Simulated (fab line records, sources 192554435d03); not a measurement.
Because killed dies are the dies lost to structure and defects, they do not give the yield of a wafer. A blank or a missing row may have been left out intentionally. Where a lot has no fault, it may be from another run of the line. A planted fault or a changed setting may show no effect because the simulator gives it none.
Matching of chambers || flow n5_finfet || N5_BEOL_M8_STRIP_67 on rie_diel-01: 3 sister chambers
The step strips in CF4. 3 wafers are shown with their chamber, then 6 later ones without.

## EACH WAFER AND ITS CHAMBER
{"wafer": "L084.3", "chamber": 0, "throttle_valve_pct (%)": 13.54}
{"wafer": "L086.5", "chamber": 1, "throttle_valve_pct (%)": 13.54}
{"wafer": "L087.5", "chamber": 2, "throttle_valve_pct (%)": 13.45}

## WAFERS WHOSE CHAMBER IS MISSING
{"wafer": "L087.6", "throttle_valve_pct (%)": 13.55}
{"wafer": "L090.5", "throttle_valve_pct (%)": 13.46}
{"wafer": "L090.6", "throttle_valve_pct (%)": 13.57}
{"wafer": "L094.2", "throttle_valve_pct (%)": 13.56}
{"wafer": "L094.4", "throttle_valve_pct (%)": 13.48}
{"wafer": "L094.5", "throttle_valve_pct (%)": 13.58}

## WHICH CHAMBER EACH ONE RAN IN
{"wafer": "L087.6", "from the rows above": "can't be placed: 0 or 1", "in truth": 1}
{"wafer": "L090.5", "from the rows above": 2, "in truth": 2}
{"wafer": "L090.6", "from the rows above": "can't be placed: 0 or 1", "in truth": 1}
{"wafer": "L094.2", "from the rows above": "can't be placed: 0 or 1", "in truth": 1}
{"wafer": "L094.4", "from the rows above": "can't be placed: 2 or 0 or 1", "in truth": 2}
{"wafer": "L094.5", "from the rows above": "can't be placed: 0 or 1", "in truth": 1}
Correctly placed: 1 of 6. Can't be placed from these rows: 5 (the true chamber is among the candidates in 5). Placed wrongly: 0.
How it was worked out, from the rows above alone: a wafer's distance from a chamber is the root of the sum, over the readings, of the square of ((its reading less the chamber's mean) divided by the reading's scatter). If the next closest chamber is less than 2 further off than the closest, the wafer can't be placed; otherwise it belongs to the closest. The mean given for a chamber averages the wafers shown for that chamber. The scatter: with one shown wafer a chamber, the root of the mean of the squares of how far each hidden wafer lies from its nearest shown one.
